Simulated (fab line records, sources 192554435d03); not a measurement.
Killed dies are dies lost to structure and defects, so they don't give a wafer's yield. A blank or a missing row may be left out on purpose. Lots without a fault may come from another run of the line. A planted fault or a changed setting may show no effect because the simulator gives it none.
Chamber matching | flow n5_finfet | N5_BEOL_M3_ALD_84 on ald_metal-03: 4 sister chambers
The step deposits TaN, pulse time 2 s, purge time 3 s, co reactant purge time 2 s. 14 wafers are shown with their chamber, then 7 later ones without.

WAFERS WITH THEIR CHAMBER
wafer  | chamber | heater_power_w (W) | chamber_pressure_Torr (Torr)
L085.1 | 1       | 398                | 3.004
L085.3 | 0       | 467                | 3.003
L085.6 | 2       | 377                | 3.006
L084.2 | 3       | 483                | 2.996
L084.3 | 0       | 461                | 3.008
L084.6 | 3       | 484                | 2.997
L086.1 | 2       | 382                | 3.004
L086.2 | 1       | 391                | 3.017
L086.5 | 1       | 389                | 2.993
L088.1 | 3       | 471                | 2.994
L088.3 | 1       | 392                | 3.007
L088.6 | 3       | 482                | 2.996
L091.4 | 1       | 390                | 2.987
L091.5 | 3       | 479                | 2.997

SIGNATURES (means of the wafers above)
reading               | chamber 0 | chamber 1 | chamber 2 | chamber 3 | scatter within a chamber
heater_power_w        | 464.00    | 392.00    | 379.50    | 479.80    | 4.37
chamber_pressure_Torr | 3.00550   | 3.00160   | 3.00500   | 2.99600   | 0.00761
Rule: a wafer's distance from a chamber is the root of the sum, over the readings, of the square of ((its reading less the chamber's mean) divided by the reading's scatter). The wafer belongs to the nearest chamber; if the next one is less than 2 further off, it can't be placed. The scatter: the root of (the sum of the squares of (reading less its chamber's mean) over the shown wafers, divided by (wafers less chambers)).

WAFERS WITHOUT THEIR CHAMBER
wafer  | heater_power_w (W) | chamber_pressure_Torr (Torr)
L091.6 | 387                | 3.005
L093.3 | 386                | 3.005
L093.5 | 472                | 2.999
L093.6 | 476                | 3.008
L095.3 | 389                | 3.004
L095.4 | 385                | 2.998
L095.5 | 391                | 3.002

WHICH CHAMBER EACH WENT THROUGH
wafer  | from the rows above     | in truth
L091.6 | can't be placed: 1 or 2 | 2
L093.3 | can't be placed: 1 or 2 | 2
L093.5 | can't be placed: 3 or 0 | 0
L093.6 | can't be placed: 3 or 0 | 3
L095.3 | can't be placed: 1 or 2 | 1
L095.4 | can't be placed: 2 or 1 | 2
L095.5 | 1                       | 1
Placed correctly: 1 of 7. Can't be placed from these rows: 6 (the true chamber is among the candidates in 6). Placed wrongly: 0.
